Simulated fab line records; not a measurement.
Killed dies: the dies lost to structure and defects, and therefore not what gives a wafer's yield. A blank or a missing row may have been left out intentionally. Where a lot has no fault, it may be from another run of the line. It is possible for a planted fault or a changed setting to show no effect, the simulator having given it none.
Comparing a struck lot with a sound one | flow n5Finfet | 37 out of 1938 route steps
Sound: these wafers, L407.2, L407.3, L407.5. The struck wafers were L410.3, L410.6. At the end, the cause is stated.
Per side, at each step with rows, come the tool, then ch with its chambers, and then its first start. Under that, the readings that differ: sound wafers | struck wafers | difference of the means | sigmas: that difference in standard deviations of wafers without a fault.
alike: words and numbers the same on both sides, and readings whose means are apart by under 2 such deviations; not compared: readings that were withheld, readings missing a value for some wafer, numbers with overlapping values and no deviation given by the record, and bounds like >300 which may hide the same value.
The two part at a step that has a row with sigmas, a row that says differs or no value, or rows on one side only. Non-overlapping numbers with no deviation appear without sigmas and do not part them. A reading that every wafer of one side lacks parts them only if that side has two wafers or more.

first, 9 steps without rows for these wafers: N5_WELL_APT_DESCUM_30 (chemistry O2, time 7.9 s); N5_WELL_APT_IMPLANT_31; N5_WELL_APT_IMPLANT_32; N5_WELL_APT_STRIP_33 (strips in SPM, time 900 s); N5_WELL_APT_RTA_34 (time 10 s); N5_WELL_APT_OXIDE_STRIP_42 (strips SiO2 in dHF, time 45 s, target depth 12 nm); N5_WELL_APT_PRECLEAN_36 (cleans in O3/DIW, time 45 s); N5_WELL_APT_PRECLEAN_39 (cleans in dHF, time 60 s); N5_WELL_APT_SRD_37 (time 30 s).
N5_WELL_APT_EPI_41: deposits Si from SiH4/H2, target thk 50 nm, time 297.7 s.
  sound on epiRpcvd-03 ch 0, day 2 10:20; struck on epiRpcvd-03 ch 0, day 3 04:35
reading                                | sound            | struck      | difference | sigmas
runLengthS (s)                         | 355 355 356      | 316 317     | -39        | -11
model.Si_of_WELL_APT_EPI_41.thkNm (nm) | 49.29 48.5 49.64 | 42.01 41.87 | -7.20      | 
  alike: lampInnerPct, throttleValvePct
then, 24 steps without rows for these wafers: N5_PMOS_HMC_CHANNEL_EPI_HM_DEP_34 (deposits SiO2 from TEOS/O2, target thk 36 nm, time 6.9 s); N5_PMOS_HMC_CHANNEL_EPI_COAT_31 (time 60 s, resist thk 66 nm); N5_PMOS_HMC_CHANNEL_EPI_COAT_03 (resist thk 205 nm); N5_PMOS_HMC_CHANNEL_EPI_EBR_05; N5_PMOS_HMC_CHANNEL_EPI_SOFTBAKE_04 (time 60 s); N5_PMOS_HMC_CHANNEL_EPI_EXPOSE_06 (exposes mask PMOS HMC BLK, target cd 240 nm); N5_PMOS_HMC_CHANNEL_EPI_PEB_07 (peb time 60 s); N5_PMOS_HMC_CHANNEL_EPI_DEVELOP_08 (develop time 30 s); N5_PMOS_HMC_CHANNEL_EPI_DESCUM_14 (chemistry O2, time 7.9 s); N5_PMOS_HMC_CHANNEL_EPI_ETCH_32 (etches BARC in N2/H2, stops on SiO2, target depth 85.8 nm, time 50.3 s); N5_PMOS_HMC_CHANNEL_EPI_HM_OPEN_15 (chemistry CHF3/O2, target SiO2, target depth 40.6 nm, time 20.3 s); N5_PMOS_HMC_CHANNEL_EPI_STRIP_33 (strips in N2/H2); N5_PMOS_HMC_CHANNEL_EPI_STRIP_17 (strips in SPM, time 750 s); N5_PMOS_HMC_CHANNEL_EPI_ETCH_38 (etches SiO2 in CF4, target depth 1.5 nm); N5_PMOS_HMC_CHANNEL_EPI_FIN_RECESS_16 (chemistry HBr/Cl2, target Si, target depth 54 nm, time 18 s); N5_PMOS_HMC_CHANNEL_EPI_PRECLEAN_36 (cleans in O3/DIW, time 45 s); N5_PMOS_HMC_CHANNEL_EPI_PRECLEAN_18 (cleans in DHF, time 30 s); N5_PMOS_HMC_CHANNEL_EPI_SRD_19 (time 30 s); N5_PMOS_HMC_CHANNEL_EPI_EPI_20 (deposits SiGe30, target thk 59 nm); N5_PMOS_HMC_CHANNEL_EPI_HM_STRIP_35 (strips SiO2 in dHF, material SiO2, target depth 39.6 nm, time 216 s); N5_PMOS_HMC_CHANNEL_EPI_SRD_39 (time 30 s); N5_PMOS_HMC_CHANNEL_EPI_CMP_21 (polishes SiGe30, target thk 54 nm); N5_PMOS_HMC_CHANNEL_EPI_PRECLEAN_40 (cleans in DHF, time 30 s); N5_PMOS_HMC_CHANNEL_EPI_PRECLEAN_37 (cleans in O3/DIW, time 45 s).
N5_SD_EPI_N_STRIP_18: strips in SPM, time 750 s.
  sound on wetBench-04 ch 1,2,5, day 3 20:45; struck on wetBench-02 ch 1,4, day 5 00:58
reading                                | sound     | struck  | difference | sigmas
model.Si_of_WELL_APT_EPI_41.thkNm (nm) | 6.8 6 6.8 | 4.6 4.6 | -1.9       | 
-- here the record skips 5 days between the struck wafers' starts before and after, leaving off in module SD_EPI_N and picking up in module BEOL_M4 (first step shown: number 1111 of the route) --
N5_BEOL_M4_RC_MEAS_101:
  sound on prober-02 ch 0, day 8 15:35; struck on prober-01 ch 0, day 10 01:08
reading           | sound          | struck    | difference | sigmas
CJ_N              | 4.50 4.46 4.55 | 4.93 5.02 | +0.47      | +5
CJ_P              | 5.82 5.74 5.93 | 4.61 5.00 | -1.03      | -6
ION_N (uA/um)     | 648 679 674    | 641 648   | -22        | -2
RS_NWELL (ohm/sq) | 1035 1031 1037 | 1051 1059 | +21        | +3
RS_PWELL (ohm/sq) | 3021 3019 3010 | 3156 3107 | +115       | +5
  alike: DIBL_N, DIBL_P, IOFF_N, IOFF_P, ION_P, SS_N, SS_P, VT_N, VT_P
-- here the record skips 4 days between the struck wafers' starts before and after, leaving off in module BEOL_M4 and picking up in module PASSIVATION (first step shown: number 1936 of the route) --
N5_PASSIVATION_PROBE_49:
  struck on prober-01, day 14 10:59; sound on prober-01, day 13 06:09
reading              | sound | struck | difference | sigmas
sort_bin_8_speed (%) | 0 0 0 | 0.17 0 | +0.09      | +3
  alike: defectLimitedYield, killed_at_M0_to_M3, killed_at_M4_up, killedAtContacts, killedAtFrontEnd, killedAtOther, killedDies, killedOpen, killedShort, sort_bin_5_function, sort_bin_6_memory, sortNPass, sortYieldPct

== WHERE THEY PART ==
Last at N5_PASSIVATION_PROBE_49 as far as this record goes, first at N5_WELL_APT_EPI_41.

WHY: whatever the simulator had introduced
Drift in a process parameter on epiRpcvd-03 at N5_WELL_APT_EPI_41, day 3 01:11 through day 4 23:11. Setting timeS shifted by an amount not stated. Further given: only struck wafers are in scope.
